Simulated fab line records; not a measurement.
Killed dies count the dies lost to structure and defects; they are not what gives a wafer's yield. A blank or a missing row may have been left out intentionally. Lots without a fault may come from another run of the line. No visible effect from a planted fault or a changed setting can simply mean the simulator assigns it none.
Matching of chambers :: flow n5-finfet :: N5_BEOL_M11_ILD_DEP_00 on pecvd-04: 3 sister chambers
The step deposits SiCOH lowk from DEMS/porogen, target thk 308.51 nm, time 58 s. 3 wafers are shown with their chamber, then 12 later ones without.

WAFERS WITH THEIR CHAMBER
wafer: L095.4
chamber: 2
showerhead-plenum-p-Torr (Torr): 5.750

wafer: L095.5
chamber: 0
showerhead-plenum-p-Torr (Torr): 5.724

wafer: L095.6
chamber: 1
showerhead-plenum-p-Torr (Torr): 5.764

WAFERS MISSING THEIR CHAMBER
wafer: L097.3
showerhead-plenum-p-Torr (Torr): 5.733

wafer: L097.4
showerhead-plenum-p-Torr (Torr): 5.713

wafer: L097.5
showerhead-plenum-p-Torr (Torr): 5.730

wafer: L091.1
showerhead-plenum-p-Torr (Torr): 5.713

wafer: L091.2
showerhead-plenum-p-Torr (Torr): 5.728

wafer: L091.3
showerhead-plenum-p-Torr (Torr): 5.767

wafer: L092.1
showerhead-plenum-p-Torr (Torr): 5.768

wafer: L092.2
showerhead-plenum-p-Torr (Torr): 5.735

wafer: L092.5
showerhead-plenum-p-Torr (Torr): 5.733

wafer: L089.1
showerhead-plenum-p-Torr (Torr): 5.715

wafer: L089.2
showerhead-plenum-p-Torr (Torr): 5.734

wafer: L089.3
showerhead-plenum-p-Torr (Torr): 5.709

WHICH CHAMBER EACH ONE RAN IN
wafer: L097.3
from the rows above: can't be placed: 0 or 2
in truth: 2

wafer: L097.4
from the rows above: 0
in truth: 0

wafer: L097.5
from the rows above: can't be placed: 0 or 2
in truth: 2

wafer: L091.1
from the rows above: 0
in truth: 0

wafer: L091.2
from the rows above: can't be placed: 0 or 2
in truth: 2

wafer: L091.3
from the rows above: can't be placed: 1 or 2
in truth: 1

wafer: L092.1
from the rows above: can't be placed: 1 or 2
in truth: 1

wafer: L092.2
from the rows above: can't be placed: 0 or 2 or 1
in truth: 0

wafer: L092.5
from the rows above: can't be placed: 0 or 2
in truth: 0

wafer: L089.1
from the rows above: 0
in truth: 0

wafer: L089.2
from the rows above: can't be placed: 0 or 2
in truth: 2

wafer: L089.3
from the rows above: 0
in truth: 0
Placed correctly: 4 of 12. Cannot be placed on the basis of these rows: 8; the candidates contain the true chamber in 8. Wrongly placed: 0.
How it was worked out, from the rows above alone: a wafer's distance from a chamber is the root of the sum, over the readings, of the square of ((its reading less the chamber's mean) divided by the reading's scatter). The wafer belongs to the nearest chamber; if the next one is less than 2 further off, it can't be placed. A chamber's mean is the mean of its shown wafers. The scatter (one wafer shown for each chamber): square how far every hidden wafer sits from the nearest shown wafer, average those squares and take the square root.
